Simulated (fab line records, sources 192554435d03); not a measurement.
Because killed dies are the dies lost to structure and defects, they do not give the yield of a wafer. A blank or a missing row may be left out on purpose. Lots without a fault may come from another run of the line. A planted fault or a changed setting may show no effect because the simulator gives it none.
Split-lot trial    flow n5 finfet    21 wafers read across 7 lots, on a route 1938 steps long

== ON THE SPLIT ==
At N5_BEOL_M4_TRENCH_ETCH_37 (etches SiOC in C4F6/O2, target depth 55.555 nm, time 29.2 s), the setting source w was moved away from the recipe's 355 W on 8 of the 21 wafers read, by -17.8% to -5.9%. The other wafers ran this setting at the recipe's value.

The reading comes from the split's own step.

== THE READING ==
rf vpp V, in V, at N5_BEOL_M4_TRENCH_ETCH_37 (etches SiOC in C4F6/O2, target depth 55.555 nm, time 29.2 s). A value of 667 V with a standard deviation of 9.4 V is what fault-free wafers of this fab line usually give.

wafer   tool, chamber at the split  source w as run, W  against the recipe  rf vpp V, V  against lot-mates on the recipe
L077.1  rie diel-01, 1              355                 recipe              660          -
L077.5  rie diel-01, 2              355                 recipe              651          -
L077.6  rie diel-01, 1              334                 -5.9%               680          +24
L084.2  rie diel-06, 1              291.8               -17.8%              723          +45
L084.5  rie diel-06, 0              355                 recipe              678          -
L084.6  rie diel-06, 3              291.8               -17.8%              731          +53
L086.2  rie diel-01, 0              355                 recipe              671          -
L086.5  rie diel-01, 0              355                 recipe              672          -
L086.6  rie diel-01, 1              355                 recipe              660          -
L087.1  rie diel-06, 3              355                 recipe              663          -
L087.3  rie diel-06, 2              305.5               -13.9%              736          +66
L087.4  rie diel-06, 0              355                 recipe              678          -
L090.1  rie diel-01, 3              308.6               -13.1%              717          +67
L090.3  rie diel-01, 0              308.6               -13.1%              719          +69
L090.4  rie diel-01, 2              355                 recipe              650          -
L094.2  rie diel-01, 1              355                 recipe              672          -
L094.4  rie diel-01, 1              355                 recipe              671          -
L094.5  rie diel-01, 0              355                 recipe              671          -
L096.2  rie diel-03, 1              355                 recipe              661          -
L096.5  rie diel-03, 2              325.8               -8.2%               705          +44
L096.6  rie diel-03, 1              325.8               -8.2%               692          +31

FIT RESULTS
A straight line over all 21 wafers: rf vpp V changes by -3.82 V for each +1% of source w; r = -0.94; the points scatter about the line by 9.2 V.
The same after taking each lot's own level away (the mean of its wafers on the recipe; 21 wafers): -3.78 V for each +1%; r = -0.93; scatter 10 V.
Per that fit: largest source w move, reading shift of 67 V.
The lots' own levels span 650.0 to 678.0 V, that is 3.0 times the standard deviation above.
Hence the lot-to-lot level has little effect on the slope; both slopes agree.
Check: for one of the wafers moved furthest among these (-17.8%), held out of the fit, the line's prediction against its lot-mates is +76.2 V. Against them it came out at +45 V.
Tool readings at the split's step, against how far the setting was moved: rf vpp V r = -0.94.

== FURTHER SPLITS ON THESE WAFERS ==
These wafers also went through other splits before the reading. Each is held against what the fit with the lots' levels taken away leaves over:
other split on the same wafers  wafers away from the commonest value  r with rf vpp V (lot level and that fit taken away)
N5_BEOL_M1_EXPOSE_08 dose mj    7                                     +0.26
N5_BEOL_M3_ETCH_70 time s       9                                     -0.35

== THE FILE'S OWN FIT ==
rf vpp V changes by -4 V for each +1% of source w, r = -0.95.
